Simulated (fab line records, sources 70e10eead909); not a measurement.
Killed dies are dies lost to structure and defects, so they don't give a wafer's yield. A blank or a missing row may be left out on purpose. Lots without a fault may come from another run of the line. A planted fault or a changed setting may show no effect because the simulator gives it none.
Chamber matching | flow nand_harc | NHARC_A_STAIRCASE_DESCUM_219 on rie_diel-06: 4 sister chambers
The step chemistry O2, time 3 s. 4 wafers are shown with their chamber, then 7 later ones without.

WAFERS WITH THEIR CHAMBER
wafer  | chamber | drypump_motor_current_A (A)
L134.3 | 1       | 6.5
L134.5 | 3       | 5.5
L135.1 | 2       | 5.8
L135.2 | 0       | 5.8

WAFERS WITHOUT THEIR CHAMBER
wafer  | drypump_motor_current_A (A)
L135.5 | 5.6
L136.1 | 5.8
L136.3 | 5.5
L136.5 | 6.4
L137.2 | 5.8
L137.3 | 5.5
L137.6 | 5.8

WHICH CHAMBER EACH WENT THROUGH
wafer  | from the rows above          | in truth
L135.5 | can't be placed: 3 or 0 or 2 | 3
L136.1 | can't be placed: 0 or 2      | 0
L136.3 | 3                            | 3
L136.5 | 1                            | 1
L137.2 | can't be placed: 0 or 2      | 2
L137.3 | 3                            | 3
L137.6 | can't be placed: 0 or 2      | 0
Placed correctly: 3 of 7. Can't be placed from these rows: 4 (the true chamber is among the candidates in 4). Placed wrongly: 0.
How it was worked out, from the rows above alone: a wafer's distance from a chamber is the root of the sum, over the readings, of the square of ((its reading less the chamber's mean) divided by the reading's scatter). The wafer belongs to the nearest chamber; if the next one is less than 2 further off, it can't be placed. A chamber's mean is the mean of its shown wafers. The scatter: with one shown wafer a chamber, the root of the mean of the squares of how far each hidden wafer lies from its nearest shown one.
